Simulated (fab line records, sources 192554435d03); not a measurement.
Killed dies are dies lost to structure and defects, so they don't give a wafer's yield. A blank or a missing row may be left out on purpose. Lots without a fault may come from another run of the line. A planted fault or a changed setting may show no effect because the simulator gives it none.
Chamber matching | flow n5_finfet | N5_BEOL_M10_DESCUM_33 on rie_diel-04: 4 sister chambers
The step chemistry O2, time 7.9 s. 8 wafers are shown with their chamber, then 11 later ones without.

WAFERS WITH THEIR CHAMBER
wafer  | chamber | drypump_motor_current_A (A) | showerhead_plenum_p_Torr (Torr)
L083.5 | 0       | 6.0                         | 2.12
L083.6 | 1       | 5.6                         | 2.20
L087.2 | 0       | 6.0                         | 2.12
L087.4 | 1       | 5.6                         | 2.19
L089.1 | 2       | 5.6                         | 2.11
L089.4 | 3       | 5.0                         | 2.13
L089.6 | 3       | 5.1                         | 2.13
L091.2 | 2       | 5.7                         | 2.11

WAFERS WITHOUT THEIR CHAMBER
wafer  | drypump_motor_current_A (A) | showerhead_plenum_p_Torr (Torr)
L091.4 | 6.0                         | 2.12
L091.6 | 5.6                         | 2.19
L092.2 | 6.1                         | 2.12
L092.4 | 5.7                         | 2.11
L092.6 | 5.7                         | 2.11
L093.2 | 6.0                         | 2.11
L093.3 | 5.1                         | 2.13
L093.5 | 5.1                         | 2.13
L097.3 | 5.7                         | 2.11
L097.5 | 5.7                         | 2.11
L097.6 | 5.1                         | 2.13

WHICH CHAMBER EACH WENT THROUGH
wafer  | from the rows above | in truth
L091.4 | 0                   | 0
L091.6 | 1                   | 1
L092.2 | 0                   | 0
L092.4 | 2                   | 2
L092.6 | 2                   | 2
L093.2 | 0                   | 0
L093.3 | 3                   | 3
L093.5 | 3                   | 3
L097.3 | 2                   | 2
L097.5 | 2                   | 2
L097.6 | 3                   | 3
Placed correctly: 11 of 11. Can't be placed from these rows: 0. Placed wrongly: 0.
How it was worked out, from the rows above alone: a wafer's distance from a chamber is the root of the sum, over the readings, of the square of ((its reading less the chamber's mean) divided by the reading's scatter). The wafer belongs to the nearest chamber; if the next one is less than 2 further off, it can't be placed. A chamber's mean is the mean of its shown wafers. The scatter: the root of (the sum of the squares of (reading less its chamber's mean) over the shown wafers, divided by (wafers less chambers)).
